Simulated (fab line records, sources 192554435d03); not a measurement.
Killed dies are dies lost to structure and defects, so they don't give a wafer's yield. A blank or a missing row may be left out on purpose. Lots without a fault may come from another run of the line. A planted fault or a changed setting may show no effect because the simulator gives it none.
fab line records | flow n5_finfet
record lots=23 wafers=69 last_day=18
route steps=1938 shown MOL_CONTACT_COAG@532
lots that met no fault: from a run of the same line without faults
start_h: hours from the record's first day to the start of the lot's first wafer shown | wait_h: hours since the lot's step before | " the same as in the row above | L1.1+2: a row that stands for several wafers | - no value, or no start given | * or withheld: withheld | < > ~ a bound
route shown NAME@n: a module of which the file shows steps, and the number in the route of the first | usual: mean/standard deviation of fault-free wafers | same: alike in all rows | chamber/n: place in a boat | sites: the reading at each site | _std_site: their standard deviation | _edge_site: outer sites' mean less inner sites' | radius_mm: how far each site lies from the wafer's centre | mask NAME#n: copy n | behind: the tool/chamber that last shaped the wafer | hold: why the lot was held/for how many hours/how that ended | device: the transistor (n, p or np) that didn't switch | end of line: the same wafers' tests at the end of the route | a step without rows: its recipe alone | killed: dies lost to structure and defects at the first sort, not the wafer's yield | map: a wafer's dies, x killed, . not, _ none there
set.NAME: the setting as run; set.NAME@STEP: as run at that earlier step | model.NAME: the simulator's own value behind a step, which no gauge read
steps of the route over a sample of lots; a table a step, a row a wafer
services: from which hour (start_h, from the record's first day; less than 0 if before it) a tool's chamber was out of use, for how many hours, and why
## steps
# step N5_MOL_CONTACT_COAG_ETCH_106
# recipe chemistry=N2/H2 target=SOC target_depth_a=800 overetch_a=160 mask_material=SiARC temp_c=40 time_s=120 ion_energy_ev=200 pressure_mtorr=30 source_w=840 bias_w=150 n2_flow_sccm=200 h2_flow_sccm=200
# usual bias_w=150.0/0.38 drypump_motor_current_A=5.7/0.44 oes_product_au=0.71/0.053 rf_vpp_V=524.3/1.7 showerhead_plenum_p_Torr=2.56/0.053 throttle_valve_pct=17.89/0.18
# columns lot.wafer tool chamber start_h wait_h bias_w drypump_motor_current_A oes_product_au rf_hours_counter_h rf_vpp_V showerhead_plenum_p_Torr throttle_valve_pct
L074.2 rie_diel-05 3 89.86 0.0 150.0 6.3 0.74 88 525.2 2.58 17.80
L074.3 " 0 " " 149.1 5.9 0.74 70 523.9 2.58 18.07
L074.6 " 0 " " 150.0 5.9 0.75 - 524.7 2.58 18.07
L076.1 rie_diel-01 0 101.02 0.1 149.8 5.1 0.70 93 524.7 2.57 17.76
L076.2 " 0 " " 150.1 5.1 0.71 - 524.7 2.57 17.76
L076.5 " 0 " " 150.2 5.1 0.71 - 524.3 2.57 17.75
L077.2 rie_diel-02 1 114.17 0.0 149.3 6.3 0.65 204 523.3 2.52 18.02
L077.4 " 0 " " 149.8 5.9 0.79 - 525.4 2.59 17.68
L077.5 " 1 " " 150.0 6.3 0.66 - 523.6 2.52 18.02
L078.2 rie_diel-05 2 116.09 0.0 150.3 5.3 0.78 40 525.8 2.58 17.64
L078.5 " 2 " " 149.6 5.3 0.79 - 525.2 2.58 17.64
L078.6 " 3 " " 149.8 6.4 0.72 - 524.8 2.58 17.81
L079.2 rie_diel-01 0 124.76 0.0 150.3 5.1 0.70 105 525.2 2.56 17.80
L079.3 " 1 " " 150.1 5.3 0.65 216 527.0 2.61 18.00
L079.4 " 2 " " 149.5 5.2 0.70 141 521.3 2.45 18.14
L080.1 rie_diel-05 2 132.14 0.0 149.7 5.3 0.79 45 526.4 2.58 17.66
L080.2 " 3 " " 150.6 6.3 0.72 104 525.9 2.57 17.82
L080.6 " 3 " " 150.4 6.3 0.73 - 524.7 2.57 17.84
L081.2 rie_diel-05 0 133.03 0.0 149.5 5.9 0.74 86 525.5 2.58 18.10
L081.3 " 3 " " 150.0 6.4 0.72 104 524.7 2.57 17.83
L081.4 " 2 " " 150.3 5.3 0.79 46 524.7 2.58 17.65
L082.1 rie_diel-02 0 138.72 0.0 150.3 5.9 0.79 38 525.8 2.59 17.71
L082.2 " 3 " " 150.1 5.4 0.66 156 524.3 2.55 18.17
L082.4 " 2 " " 149.7 6.3 0.82 7 528.3 2.73 17.76
L083.1 rie_diel-01 3 142.32 0.0 150.5 6.1 0.80 39 526.1 2.60 17.70
L083.2 " 0 " " 149.9 5.1 0.69 110 524.2 2.56 17.80
L083.5 " 1 " " 150.3 5.3 0.64 - 525.4 2.60 18.00
L084.1 rie_diel-01 1 151.53 0.0 150.8 5.3 0.63 226 528.3 2.60 18.03
L084.3 " 3 " " 150.3 6.1 0.79 43 525.2 2.59 17.69
L084.5 " 3 " " 149.8 6.1 0.78 - 525.1 2.60 17.69
L085.3 rie_diel-05 1 157.66 0.0 149.6 5.7 0.67 168 523.9 2.52 17.78
L085.5 " 3 " " 149.9 6.4 0.72 - 523.8 2.57 17.82
L085.6 " 2 " " 150.2 5.3 0.77 - 525.6 2.57 17.66
L086.1 rie_diel-02 3 167.09 0.0 149.9 5.4 0.65 166 522.2 2.54 18.17
L086.4 " 1 " " 150.1 6.3 0.64 220 523.7 2.51 18.06
L086.5 " 1 " " 150.0 6.3 0.64 - 523.6 2.51 18.08
L087.1 rie_diel-01 3 172.55 0.0 149.2 6.1 0.78 51 525.5 2.59 17.70
L087.5 " 3 " " 149.6 6.1 0.78 - 526.3 2.59 17.72
L087.6 " 0 " " 150.1 5.1 0.68 - 524.9 2.56 17.82
L088.1 rie_diel-01 0 174.11 0.0 150.1 5.1 0.68 121 524.5 2.56 17.81
L088.2 " 2 " " 150.7 5.3 0.69 160 521.1 2.45 18.17
L088.4 " 3 " " 149.6 6.1 0.78 51 524.8 2.59 17.70
L089.2 rie_diel-02 2 177.05 0.0 149.5 6.3 0.79 20 528.9 2.72 17.78
L089.4 " 2 " " 150.5 6.3 0.78 - 528.9 2.72 17.78
L089.5 " 0 " " 150.0 5.9 0.77 - 524.6 2.58 17.73
L090.1 rie_diel-01 1 183.19 0.0 150.1 5.3 0.62 237 524.0 2.60 18.05
L090.4 " 0 " " 150.0 5.1 0.67 124 522.8 2.56 17.82
L090.6 " 0 " " 150.4 5.1 0.68 - 525.1 2.56 17.82
L091.1 rie_diel-05 2 188.90 0.0 149.7 5.3 0.75 64 523.0 2.57 17.68
L091.2 " 1 " " 149.7 5.7 0.66 182 524.2 2.52 17.81
L091.4 " 3 " " 149.5 6.3 0.71 124 523.6 2.56 17.87
L092.3 rie_diel-02 1 195.68 0.0 149.8 6.3 0.63 231 523.8 2.51 18.09
L092.5 " 0 " " 149.5 5.9 0.76 - 524.0 2.58 17.73
L092.6 " 3 " " 149.6 5.4 0.65 - 523.7 2.54 18.21
L093.4 rie_diel-05 2 202.43 0.0 149.4 5.3 0.75 68 523.7 2.57 17.68
L093.5 " 0 " " 150.3 5.9 0.71 - 525.6 2.57 18.15
L093.6 " 1 " " 149.9 5.7 0.66 - 523.8 2.52 17.81
L094.2 rie_diel-05 0 206.91 0.0 149.5 5.9 0.71 114 523.7 2.56 18.15
L094.4 " 1 " " 150.6 5.7 0.67 187 522.6 2.52 17.80
L094.5 " 2 " " 150.2 5.3 0.75 - 524.8 2.57 17.67
L095.1 rie_diel-01 1 214.92 0.0 149.5 5.3 0.63 248 525.1 2.59 18.06
L095.3 " 0 " " 149.4 5.1 0.67 136 523.3 2.55 17.83
L095.6 " 2 " " 149.5 5.2 0.68 - 522.7 2.44 18.17
L096.1 rie_diel-01 2 225.36 0.0 150.1 5.2 0.68 176 519.7 2.44 18.18
L096.2 " 3 " " 149.6 6.1 0.76 70 523.7 2.58 17.76
L096.4 " 2 " " 149.6 5.2 0.68 - 520.9 2.44 18.18
L097.1 rie_diel-05 2 227.17 0.0 150.1 5.3 0.74 78 525.0 2.57 17.69
L097.4 " 1 " " 149.7 5.7 0.66 195 523.0 2.51 17.83
L097.6 " 2 " " 149.8 5.3 0.74 - 523.3 2.57 17.69
# step N5_MOL_CONTACT_COAG_ETCH_110
# recipe chemistry=CF4/O2 target=Si target_depth_a=25 time_s=8 pressure_mtorr=100 source_w=200 bias_w=12 ion_energy_ev=60 Ar_flow_sccm=100 cf4_flow_sccm=100 O2_flow_sccm=10
# usual bias_w=11.99/0.035 drypump_motor_current_A=5.7/0.44 oes_product_au=0.80/0.059 rf_vpp_V=128.4/2 showerhead_plenum_p_Torr=2.24/0.045 throttle_valve_pct=10.80/0.23
# columns lot.wafer tool chamber start_h wait_h bias_w drypump_motor_current_A oes_product_au rf_hours_counter_h rf_vpp_V showerhead_plenum_p_Torr throttle_valve_pct
L074.2 rie_diel-05 3 90.05 0.0 12.05 6.3 0.82 89 127.9 2.26 10.74
L074.3 " 0 " " 11.94 5.9 0.84 70 130.9 2.26 10.76
L074.6 " 0 " " 11.95 5.9 0.84 - 129.6 2.26 10.76
L076.1 rie_diel-01 0 101.61 0.1 12.04 5.1 0.79 94 131.0 2.24 10.65
L076.2 " 0 " " 12.05 5.1 0.80 - 129.6 2.24 10.65
L076.5 " 0 " " 11.98 5.1 0.79 - 129.4 2.24 10.65
L077.2 rie_diel-02 1 114.36 0.0 11.99 6.3 0.74 204 123.9 2.21 11.10
L077.4 " 0 " " 11.97 5.9 0.89 - 129.9 2.28 10.61
L077.5 " 1 " " 11.96 6.3 0.74 - 125.4 2.21 11.10
L078.2 rie_diel-05 2 116.29 0.0 12.00 5.3 0.88 40 129.0 2.26 10.52
L078.5 " 2 " " 12.00 5.3 0.87 - 129.7 2.26 10.53
L078.6 " 3 " " 12.01 6.3 0.80 - 128.4 2.25 10.78
L079.2 rie_diel-01 0 124.96 0.0 11.96 5.1 0.79 105 129.6 2.23 10.68
L079.3 " 1 " " 11.96 5.3 0.72 216 125.2 2.29 11.14
L079.4 " 2 " " 11.94 5.2 0.78 141 128.1 2.14 10.98
L080.1 rie_diel-05 2 132.34 0.0 11.96 5.3 0.87 45 130.1 2.26 10.55
L080.2 " 3 " " 11.95 6.3 0.81 104 130.4 2.25 10.79
L080.6 " 3 " " 11.98 6.3 0.81 - 129.1 2.25 10.80
L081.2 rie_diel-05 0 133.23 0.0 12.05 5.9 0.82 86 130.0 2.26 10.80
L081.3 " 3 " " 12.00 6.3 0.81 104 128.8 2.25 10.81
L081.4 " 2 " " 12.05 5.3 0.88 46 129.1 2.26 10.55
L082.1 rie_diel-02 0 138.91 0.0 11.90 5.9 0.87 39 130.2 2.27 10.62
L082.2 " 3 " " 12.00 5.4 0.75 156 124.2 2.22 10.93
L082.4 " 2 " " 12.02 6.3 0.92 7 127.0 2.36 10.41
L083.1 rie_diel-01 3 142.51 0.0 12.05 6.1 0.88 39 129.5 2.27 10.37
L083.2 " 0 " " 11.99 5.1 0.78 110 127.6 2.23 10.69
L083.5 " 1 " " 12.03 5.3 0.71 - 125.6 2.29 11.16
L084.1 rie_diel-01 1 151.72 0.0 11.97 5.3 0.71 226 125.9 2.29 11.18
L084.3 " 3 " " 11.96 6.1 0.88 43 128.4 2.27 10.38
L084.5 " 3 " " 12.01 6.1 0.88 - 129.7 2.27 10.39
L085.3 rie_diel-05 1 157.86 0.0 11.98 5.7 0.75 168 130.3 2.23 10.91
L085.5 " 3 " " 12.04 6.3 0.79 - 127.8 2.25 10.81
L085.6 " 2 " " 12.06 5.3 0.85 - 129.4 2.25 10.58
L086.1 rie_diel-02 3 167.29 0.0 11.97 5.4 0.75 166 125.6 2.22 10.96
L086.4 " 1 " " 12.04 6.3 0.72 220 125.1 2.20 11.15
L086.5 " 1 " " 11.99 6.3 0.72 - 126.3 2.20 11.15
L087.1 rie_diel-01 3 172.75 0.0 11.99 6.1 0.86 51 128.7 2.27 10.41
L087.5 " 3 " " 11.99 6.1 0.87 - 129.4 2.27 10.42
L087.6 " 0 " " 12.00 5.1 0.77 - 131.7 2.23 10.71
L088.1 rie_diel-01 0 174.30 0.0 12.00 5.1 0.77 121 129.7 2.23 10.74
L088.2 " 2 " " 11.94 5.2 0.77 160 127.2 2.14 11.02
L088.4 " 3 " " 11.96 6.1 0.87 51 129.7 2.27 10.41
L089.2 rie_diel-02 2 177.25 0.0 12.02 6.3 0.89 20 126.2 2.36 10.45
L089.4 " 2 " " 11.96 6.3 0.89 - 127.0 2.36 10.45
L089.5 " 0 " " 12.00 5.9 0.85 - 129.7 2.27 10.66
L090.1 rie_diel-01 1 183.39 0.0 11.97 5.3 0.70 237 127.3 2.28 11.21
L090.4 " 0 " " 11.99 5.1 0.77 124 128.7 2.23 10.73
L090.6 " 0 " " 12.00 5.1 0.76 - 131.3 2.23 10.74
L091.1 rie_diel-05 2 189.09 0.0 11.98 5.3 0.85 64 129.1 2.25 10.59
L091.2 " 1 " " 12.04 5.7 0.74 182 130.4 2.22 10.96
L091.4 " 3 " " 11.98 6.3 0.79 125 126.8 2.24 10.87
L092.3 rie_diel-02 1 195.88 0.0 11.98 6.3 0.72 231 126.0 2.20 11.18
L092.5 " 0 " " 11.93 5.9 0.84 - 128.7 2.27 10.68
L092.6 " 3 " " 11.98 5.4 0.73 - 124.4 2.21 10.98
L093.4 rie_diel-05 2 202.63 0.0 11.96 5.3 0.85 68 127.8 2.25 10.63
L093.5 " 0 " " 11.99 5.9 0.79 - 129.9 2.25 10.89
L093.6 " 1 " " 11.98 5.7 0.73 - 131.1 2.22 10.97
L094.2 rie_diel-05 0 207.11 0.0 11.97 5.9 0.79 114 132.2 2.25 10.90
L094.4 " 1 " " 12.04 5.7 0.72 187 130.9 2.22 10.99
L094.5 " 2 " " 12.00 5.3 0.84 - 129.0 2.25 10.63
L095.1 rie_diel-01 1 215.12 0.0 12.01 5.3 0.69 248 125.6 2.28 11.24
L095.3 " 0 " " 11.99 5.1 0.75 136 129.6 2.22 10.76
L095.6 " 2 " " 11.95 5.2 0.75 - 129.4 2.13 11.07
L096.1 rie_diel-01 2 225.56 0.0 12.03 5.3 0.75 176 127.2 2.13 11.07
L096.2 " 3 " " 11.99 6.1 0.84 70 129.1 2.26 10.48
L096.4 " 2 " " 12.01 5.2 0.75 - 127.4 2.13 11.07
L097.1 rie_diel-05 2 227.37 0.0 11.95 5.3 0.83 78 128.3 2.25 10.64
L097.4 " 1 " " 11.98 5.7 0.73 195 131.4 2.22 11.01
L097.6 " 2 " " 11.97 5.3 0.83 - 128.2 2.25 10.64
# step N5_MOL_CONTACT_COAG_SPUTTER_143
# recipe material=Co target_thk_a=25 temp_c=25 chamber_pressure_pa=0.2
# usual throttle_valve_pct=30.2/0.97
# columns lot.wafer tool chamber start_h wait_h throttle_valve_pct
L074.2 pvd_sputter-02 - 92.96 0.0 31.1
L074.3 " - " " 29.2
L074.6 " - " " 30.5
L076.1 pvd_sputter-01 - 104.34 0.0 28.4
L076.2 " - " " 31.4
L076.5 " - " " 30.5
L077.2 pvd_sputter-01 - 117.06 0.0 30.7
L077.4 " - " " 31.4
L077.5 " - " " 28.5
L078.2 pvd_sputter-02 - 117.80 0.0 30.4
L078.5 " - " " 31.2
L078.6 " - " " 31.2
L079.2 pvd_sputter-03 - 127.73 0.0 29.8
L079.3 " - " " 29.4
L079.4 " - " " 30.3
L080.1 pvd_sputter-02 - 134.12 0.0 30.9
L080.2 " - " " 30.8
L080.6 " - " " 31.2
L081.2 pvd_sputter-02 - 134.72 0.0 31.0
L081.3 " - " " 30.5
L081.4 " - " " 30.9
L082.1 pvd_sputter-02 - 141.18 0.0 30.9
L082.2 " - " " 30.9
L082.4 " - " " 29.3
L083.1 pvd_sputter-03 - 145.40 0.0 30.1
L083.2 " - " " 29.1
L083.5 " - " " 29.3
L084.1 pvd_sputter-01 - 153.62 0.0 31.4
L084.3 " - " " 31.4
L084.5 " - " " 30.3
L085.3 pvd_sputter-02 - 160.12 0.0 30.6
L085.5 " - " " 30.8
L085.6 " - " " 31.2
L086.1 pvd_sputter-01 - 169.80 0.0 28.5
L086.4 " - " " 31.3
L086.5 " - " " 30.3
L087.1 pvd_sputter-02 - 174.67 0.0 30.2
L087.5 " - " " 29.2
L087.6 " - " " 30.9
L088.1 pvd_sputter-03 - 177.36 0.0 30.0
L088.2 " - " " 30.2
L088.4 " - " " 29.3
L089.2 pvd_sputter-01 - 180.86 0.0 30.6
L089.4 " - " " 28.5
L089.5 " - " " 31.2
L090.1 pvd_sputter-02 - 187.46 0.0 31.0
L090.4 " - " " 31.1
L090.6 " - " " 30.8
L091.1 pvd_sputter-01 - 192.86 0.0 31.2
L091.2 " - " " 28.3
L091.4 " - " " 30.5
L092.3 pvd_sputter-01 - 197.62 0.0 31.0
L092.5 " - " " 31.3
L092.6 " - " " 28.5
L093.4 pvd_sputter-03 - 204.68 0.0 28.6
L093.5 " - " " 28.5
L093.6 " - " " 30.4
L094.2 pvd_sputter-03 - 209.54 0.0 30.2
L094.4 " - " " 29.6
L094.5 " - " " 29.6
L095.1 pvd_sputter-03 - 216.71 0.0 28.4
L095.3 " - " " 29.3
L095.6 " - " " 28.4
L096.1 pvd_sputter-01 - 227.09 0.0 31.3
L096.2 " - " " 31.5
L096.4 " - " " 30.5
L097.1 pvd_sputter-02 - 230.13 0.0 30.9
L097.4 " - " " 29.3
L097.6 " - " " 30.5
# step N5_MOL_CONTACT_COAG_INSPECT_57
# recipe mode=adi inspect_instrument=brightfield
# usual raw_defect_count=191/53
# columns lot.wafer tool chamber start_h wait_h raw_defect_count
L074.2 defect_inspect-02 - 100.43 0.0 275
L074.3 " - " " 229
L074.6 " - " " 284
L076.1 defect_inspect-01 - 113.97 0.1 93
L076.2 " - " " 164
L076.5 " - " " 180
L077.2 defect_inspect-01 - 122.81 0.0 170
L077.4 " - " " 169
L077.5 " - " " 165
L078.2 defect_inspect-02 - 124.52 0.0 203
L078.5 " - " " 124
L078.6 " - " " 197
L079.2 defect_inspect-01 - 135.10 0.0 155
L079.3 " - " " 187
L079.4 " - " " 173
L080.1 defect_inspect-02 - 141.88 0.1 126
L080.2 " - " " 179
L080.6 " - " " 147
L081.2 defect_inspect-02 - 142.83 0.0 179
L081.3 " - " " 248
L081.4 " - " " 193
L082.1 defect_inspect-01 - 147.96 0.1 127
L082.2 " - " " 194
L082.4 " - " " 132
L083.1 defect_inspect-02 - 152.65 0.1 282
L083.2 " - " " 156
L083.5 " - " " 222
L084.1 defect_inspect-01 - 161.36 0.1 294
L084.3 " - " " 256
L084.5 " - " " 236
L085.3 defect_inspect-01 - 167.36 0.0 304
L085.5 " - " " 241
L085.6 " - " " 217
L086.1 defect_inspect-01 - 178.75 0.1 137
L086.4 " - " " 151
L086.5 " - " " 123
L087.1 defect_inspect-01 - 181.81 0.1 180
L087.5 " - " " 170
L087.6 " - " " 75
L088.1 defect_inspect-01 - 186.95 0.1 266
L088.2 " - " " 261
L088.4 " - " " 215
L089.2 defect_inspect-01 - 187.68 0.0 164
L089.4 " - " " 265
L089.5 " - " " 175
L090.1 defect_inspect-01 - 193.91 0.1 211
L090.4 " - " " 219
L090.6 " - " " 158
L091.1 defect_inspect-02 - 200.84 0.1 215
L091.2 " - " " 139
L091.4 " - " " 161
L092.3 defect_inspect-01 - 204.56 0.0 197
L092.5 " - " " 234
L092.6 " - " " 311
L093.4 defect_inspect-01 - 210.51 0.0 224
L093.5 " - " " 162
L093.6 " - " " 175
L094.2 defect_inspect-02 - 218.30 0.0 121
L094.4 " - " " 195
L094.5 " - " " 133
L095.1 defect_inspect-02 - 224.43 0.1 144
L095.3 " - " " 123
L095.6 " - " " 160
L096.1 defect_inspect-01 - 234.04 0.1 225
L096.2 " - " " 177
L096.4 " - " " 232
L097.1 defect_inspect-01 - 236.55 0.1 272
L097.4 " - " " 216
L097.6 " - " " 143
# step N5_MOL_CONTACT_COAG_INSPECT_42
# recipe mode=adi inspect_instrument=brightfield
# usual raw_defect_count=201/57
# columns lot.wafer tool chamber start_h wait_h raw_defect_count
L074.2 defect_inspect-02 - 102.50 0.0 265
L074.3 " - " " 230
L074.6 " - " " 290
L076.1 defect_inspect-01 - 115.35 0.1 101
L076.2 " - " " 167
L076.5 " - " " 166
L077.2 defect_inspect-02 - 124.58 0.0 238
L077.4 " - " " 214
L077.5 " - " " 211
L078.2 defect_inspect-02 - 125.93 0.0 216
L078.5 " - " " 120
L078.6 " - " " 192
L079.2 defect_inspect-02 - 136.44 0.0 202
L079.3 " - " " 217
L079.4 " - " " 216
L080.1 defect_inspect-01 - 143.40 0.1 98
L080.2 " - " " 147
L080.6 " - " " 127
L081.2 defect_inspect-02 - 144.34 0.0 188
L081.3 " - " " 240
L081.4 " - " " 194
L082.1 defect_inspect-02 - 150.01 0.1 167
L082.2 " - " " 206
L082.4 " - " " 155
L083.1 defect_inspect-01 - 154.13 0.1 237
L083.2 " - " " 124
L083.5 " - " " 192
L084.1 defect_inspect-02 - 162.83 0.1 365
L084.3 " - " " 311
L084.5 " - " " 304
L085.3 defect_inspect-01 - 168.82 0.0 306
L085.5 " - " " 243
L085.6 " - " " 215
L086.1 defect_inspect-02 - 180.04 0.1 169
L086.4 " - " " 187
L086.5 " - " " 162
L087.1 defect_inspect-01 - 183.19 0.1 178
L087.5 " - " " 164
L087.6 " - " " 65
L088.1 defect_inspect-01 - 188.43 0.1 256
L088.2 " - " " 246
L088.4 " - " " 192
L089.2 defect_inspect-01 - 189.16 0.0 166
L089.4 " - " " 277
L089.5 " - " " 173
L090.1 defect_inspect-01 - 195.21 0.1 213
L090.4 " - " " 206
L090.6 " - " " 139
L091.1 defect_inspect-02 - 202.10 0.1 210
L091.2 " - " " 144
L091.4 " - " " 169
L092.3 defect_inspect-01 - 205.91 0.1 202
L092.5 " - " " 238
L092.6 " - " " 327
L093.4 defect_inspect-01 - 211.88 0.0 214
L093.5 " - " " 173
L093.6 " - " " 177
L094.2 defect_inspect-02 - 219.56 0.0 117
L094.4 " - " " 174
L094.5 " - " " 148
L095.1 defect_inspect-02 - 225.91 0.1 167
L095.3 " - " " 127
L095.6 " - " " 162
L096.1 defect_inspect-02 - 235.52 0.1 261
L096.2 " - " " 195
L096.4 " - " " 298
L097.1 defect_inspect-01 - 237.80 0.1 279
L097.4 " - " " 237
L097.6 " - " " 145
# step N5_MOL_CONTACT_COAG_ETCH_66
# recipe chemistry=CF4 target=SiARC target_depth_a=130 mask_material=CAR-EUV time_s=21.7 ion_energy_ev=80 pressure_mtorr=40 source_w=545 bias_w=36 Ar_flow_sccm=100 cf4_flow_sccm=100 ends=cleared
# usual bias_w=36.01/0.1 drypump_motor_current_A=5.7/0.45 etch_rf_on_time_s=21.6/0.35 oes_product_au=0.68/0.052 rf_vpp_V=184.1/1 showerhead_plenum_p_Torr=2.16/0.051 throttle_valve_pct=15.70/0.21
# columns lot.wafer tool chamber start_h wait_h bias_w drypump_motor_current_A etch_rf_on_time_s oes_product_au rf_hours_counter_h rf_vpp_V showerhead_plenum_p_Torr throttle_valve_pct
L074.2 rie_diel-01 0 102.62 0.0 36.18 5.2 21.3 0.68 94 185.5 2.15 15.54
L074.3 " 1 " " 35.92 5.3 21.7 0.62 - 184.6 2.21 15.94
L074.6 " 0 " " 36.07 5.1 21.5 0.68 - 184.2 2.16 15.54
L076.1 rie_diel-02 1 115.77 0.0 35.94 6.3 21.0 0.63 204 183.4 2.13 15.91
L076.2 " 3 " " 35.92 5.4 20.7 0.65 147 184.5 2.14 15.77
L076.5 " 1 " " 36.07 6.3 20.9 0.63 - 184.2 2.13 15.91
L077.2 rie_diel-02 3 124.89 0.0 36.01 5.4 20.8 0.65 151 184.1 2.14 15.80
L077.4 " 0 " " 35.67 5.9 22.0 0.75 34 184.8 2.19 15.58
L077.5 " 1 " " 36.18 6.3 21.0 0.62 - 184.3 2.13 15.91
L078.2 rie_diel-01 1 126.02 0.0 35.92 5.3 21.7 0.61 216 186.1 2.20 15.95
L078.5 " 1 " " 36.09 5.3 21.7 0.61 - 184.9 2.20 15.96
L078.6 " 0 " " 36.02 5.1 21.6 0.67 - 185.2 2.15 15.56
L079.2 rie_diel-05 2 136.53 0.0 36.02 5.3 21.2 0.76 47 183.7 2.17 15.47
L079.3 " 0 " " 35.93 5.9 21.6 0.70 87 183.8 2.17 15.76
L079.4 " 1 " " 35.94 5.7 21.9 0.64 161 185.2 2.15 15.74
L080.1 rie_diel-01 0 143.49 0.0 36.08 5.1 21.6 0.66 111 185.8 2.15 15.58
L080.2 " 1 " " 35.89 5.3 21.5 0.61 223 185.1 2.20 15.98
L080.6 " 1 " " 35.91 5.3 21.6 0.61 - 184.8 2.20 15.96
L081.2 rie_diel-02 1 144.43 0.0 36.16 6.3 21.2 0.62 213 183.1 2.12 15.91
L081.3 " 0 " " 36.20 5.9 21.7 0.74 41 183.9 2.19 15.59
L081.4 " 3 " " 35.98 5.4 20.7 0.64 158 184.0 2.14 15.79
L082.1 rie_diel-02 3 150.10 0.0 35.94 5.3 21.0 0.65 160 184.8 2.14 15.80
L082.2 " 0 " " 36.11 5.9 22.2 0.73 43 185.3 2.19 15.58
L082.4 " 2 " " 36.12 6.3 21.7 0.77 11 185.6 2.28 15.39
L083.1 rie_diel-05 2 154.22 0.0 36.09 5.3 21.4 0.73 54 183.6 2.17 15.50
L083.2 " 1 " " 35.83 5.7 21.9 0.63 167 184.3 2.14 15.75
L083.5 " 3 " " 36.18 6.3 21.7 0.68 - 184.4 2.17 15.68
L084.1 rie_diel-05 2 163.21 0.0 36.19 5.3 21.6 0.73 58 183.5 2.17 15.49
L084.3 " 1 " " 36.06 5.7 21.9 0.63 170 184.0 2.14 15.75
L084.5 " 2 " " 35.98 5.3 21.8 0.73 - 184.0 2.17 15.51
L085.3 rie_diel-02 1 168.90 0.0 36.06 6.3 21.1 0.62 221 181.9 2.12 15.95
L085.5 " 1 " " 35.89 6.3 21.1 0.62 - 184.3 2.12 15.94
L085.6 " 0 " " 36.09 5.9 22.0 0.74 - 184.1 2.19 15.61
L086.1 rie_diel-01 0 180.12 0.0 35.96 5.1 21.6 0.65 122 184.9 2.15 15.60
L086.4 " 1 " " 35.94 5.3 21.7 0.60 236 185.9 2.20 15.99
L086.5 " 3 " " 35.97 6.1 21.7 0.74 - 185.1 2.18 15.32
L087.1 rie_diel-02 1 183.41 0.0 35.89 6.3 21.2 0.61 227 182.6 2.12 15.97
L087.5 " 2 " " 35.79 6.3 21.4 0.76 - 185.5 2.27 15.43
L087.6 " 3 " " 36.08 5.4 20.7 0.64 - 183.0 2.13 15.82
L088.1 rie_diel-05 0 188.72 0.0 36.08 5.9 21.7 0.68 108 184.3 2.17 15.82
L088.2 " 1 " " 36.06 5.7 22.2 0.62 182 182.4 2.14 15.77
L088.4 " 3 " " 36.02 6.3 22.1 0.67 124 183.8 2.16 15.73
L089.2 rie_diel-02 2 189.25 0.0 35.94 6.3 21.7 0.75 25 185.3 2.27 15.43
L089.4 " 0 " " 35.88 5.9 22.0 0.72 56 183.1 2.18 15.61
L089.5 " 3 " " 35.99 5.4 21.1 0.63 - 183.0 2.13 15.81
L090.1 rie_diel-01 0 195.29 0.0 36.05 5.1 21.7 0.65 128 184.7 2.14 15.59
L090.4 " 1 " " 36.05 5.3 21.6 0.60 241 185.1 2.20 15.98
L090.6 " 3 " " 35.97 6.1 21.7 0.73 - 183.7 2.18 15.33
L091.1 rie_diel-01 3 202.19 0.0 35.98 6.1 21.7 0.74 62 185.0 2.18 15.34
L091.2 " 0 " " 35.98 5.1 21.6 0.65 131 183.9 2.14 15.61
L091.4 " 2 " " 36.00 5.2 21.8 0.65 169 183.6 2.05 15.92
L092.3 rie_diel-01 0 206.00 0.0 36.10 5.1 21.6 0.64 133 185.3 2.14 15.60
L092.5 " 3 " " 36.04 6.1 21.8 0.74 - 185.0 2.18 15.34
L092.6 " 2 " " 36.05 5.3 21.8 0.64 - 181.9 2.05 15.92
L093.4 rie_diel-01 1 211.97 0.0 36.02 5.3 21.6 0.60 247 185.3 2.19 16.01
L093.5 " 2 " " 35.84 5.3 21.8 0.65 - 183.9 2.05 15.92
L093.6 " 3 " " 35.99 6.1 21.8 0.73 - 183.2 2.18 15.35
L094.2 rie_diel-01 0 219.79 0.0 36.19 5.1 21.3 0.64 138 182.8 2.14 15.60
L094.4 " 3 " " 36.10 6.1 21.6 0.73 68 183.4 2.18 15.35
L094.5 " 3 " " 36.22 6.1 21.6 0.73 - 184.5 2.18 15.35
L095.1 rie_diel-05 1 226.32 0.0 35.89 5.7 22.1 0.62 194 184.6 2.14 15.80
L095.3 " 0 " " 35.95 5.9 22.0 0.66 121 183.1 2.16 15.83
L095.6 " 1 " " 36.09 5.7 22.1 0.62 - 183.3 2.13 15.79
L096.1 rie_diel-01 2 235.61 0.0 36.08 5.2 22.0 0.64 182 183.0 2.05 15.93
L096.2 " 0 " " 36.04 5.1 21.6 0.64 145 184.5 2.14 15.64
L096.4 " 3 " " 35.91 6.1 21.9 0.72 - 184.2 2.18 15.37
L097.1 rie_diel-05 3 238.05 0.0 36.01 6.3 21.8 0.65 142 183.5 2.16 15.76
L097.4 " 0 " " 36.07 5.9 21.9 0.66 125 183.3 2.16 15.84
L097.6 " 3 " " 35.98 6.3 21.9 0.65 - 181.7 2.16 15.77
## services
# columns tool chamber start_h hours kind
pvd_sputter-01 - 78.05 1.8 repair
rie_diel-01 - 79.26 0.6 repair
pvd_sputter-01 - 86.74 10.1 repair
rie_diel-01 1 95.65 5.7 repair
rie_diel-01 2 98.62 8.0 repair
rie_diel-02 2 103.79 - clean
rie_diel-02 2 103.79 - consumable_replace:focus_ring
rie_diel-02 2 103.79 - consumable_replace:showerhead
rie_diel-02 2 103.79 14.3 scheduled_down
rie_diel-02 2 103.79 14.3 vent_cycle
rie_diel-02 0 108.23 1.7 repair
rie_diel-02 - 130.52 2.8 pm
rie_diel-05 1 146.48 2.7 repair
rie_diel-01 0 150.88 2.4 repair
rie_diel-02 3 176.47 6.5 repair
rie_diel-05 2 179.93 8.2 repair
rie_diel-02 1 215.45 4.4 repair
rie_diel-01 1 220.56 - clean
rie_diel-01 1 220.56 - consumable_replace:focus_ring
rie_diel-01 1 220.56 19.1 scheduled_down
rie_diel-01 1 220.56 19.1 vent_cycle
rie_diel-01 - 223.56 0.1 repair
## key
fault none
